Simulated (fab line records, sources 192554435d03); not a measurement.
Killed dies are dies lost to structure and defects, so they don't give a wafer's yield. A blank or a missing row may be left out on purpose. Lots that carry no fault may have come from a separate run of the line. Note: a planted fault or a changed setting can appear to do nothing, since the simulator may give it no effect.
Matching of chambers | flow n5 finfet | ald metal-01 running N5_BEOL_M7_ALD_77: 4 sister chambers
The step deposits TaN, target thk 2 nm, pulse time 2 s, purge time 3 s. 22 wafers are shown with their chamber, then 11 later ones without.

## WAFERS, EACH WITH ITS CHAMBER
wafer  | chamber | heater power w (W) | chamber pressure Torr (Torr)
L074.2 | 3       | 382                | 2.997
L074.5 | 1       | 335                | 2.998
L074.6 | 3       | 383                | 2.999
L075.2 | 1       | 343                | 3.006
L075.5 | 1       | 337                | 3.002
L075.6 | 2       | 430                | 3.001
L078.1 | 2       | 420                | 3.005
L078.2 | 0       | 489                | 2.996
L078.3 | 3       | 388                | 2.994
L077.1 | 1       | 350                | 2.990
L077.4 | 3       | 381                | 3.017
L077.5 | 1       | 345                | 2.995
L082.1 | 3       | 390                | 3.007
L082.4 | 2       | 424                | 3.009
L082.5 | 0       | 476                | 3.006
L083.1 | 2       | 414                | 2.998
L083.4 | 1       | 339                | 2.999
L083.5 | 3       | 379                | 3.000
L084.1 | 3       | 382                | 3.006
L084.2 | 2       | 410                | 2.992
L084.5 | 3       | 382                | 3.003
L085.3 | 1       | 335                | 3.000

SIGNATURES, as means of the wafers listed above
reading               | chamber 0 | chamber 1 | chamber 2 | chamber 3 | scatter within a chamber
heater power w        | 482.50    | 340.57    | 419.60    | 383.38    | 5.88
chamber pressure Torr | 3.00100   | 2.99857   | 3.00100   | 3.00287   | 0.00641
Rule: distance of a wafer from a chamber = root of the sum over the readings of ((wafer's reading minus chamber's mean) / reading's scatter) squared. The wafer belongs to the nearest chamber; if the next one is less than 2 further off, it can't be placed. The scatter is the square root of a quotient: the sum, over the shown wafers, of each reading's squared deviation from its chamber's mean, divided by wafers minus chambers.

## WAFERS WHOSE CHAMBER IS MISSING
wafer  | heater power w (W) | chamber pressure Torr (Torr)
L085.4 | 414                | 2.997
L085.5 | 344                | 3.002
L086.3 | 384                | 2.999
L086.4 | 478                | 3.003
L086.6 | 465                | 2.990
L088.1 | 470                | 3.000
L088.4 | 417                | 2.998
L088.5 | 343                | 3.002
L089.2 | 431                | 2.998
L089.4 | 347                | 2.992
L089.6 | 418                | 2.995

## WHICH CHAMBER EACH ONE RAN IN
wafer  | from the rows above | in truth
L085.4 | 2                   | 2
L085.5 | 1                   | 1
L086.3 | 3                   | 3
L086.4 | 0                   | 0
L086.6 | 0                   | 0
L088.1 | 0                   | 0
L088.4 | 2                   | 2
L088.5 | 1                   | 1
L089.2 | 2                   | 2
L089.4 | 1                   | 1
L089.6 | 2                   | 2
11 of 11 placed correctly. Number that these rows cannot place: 0. Placed wrongly: 0.
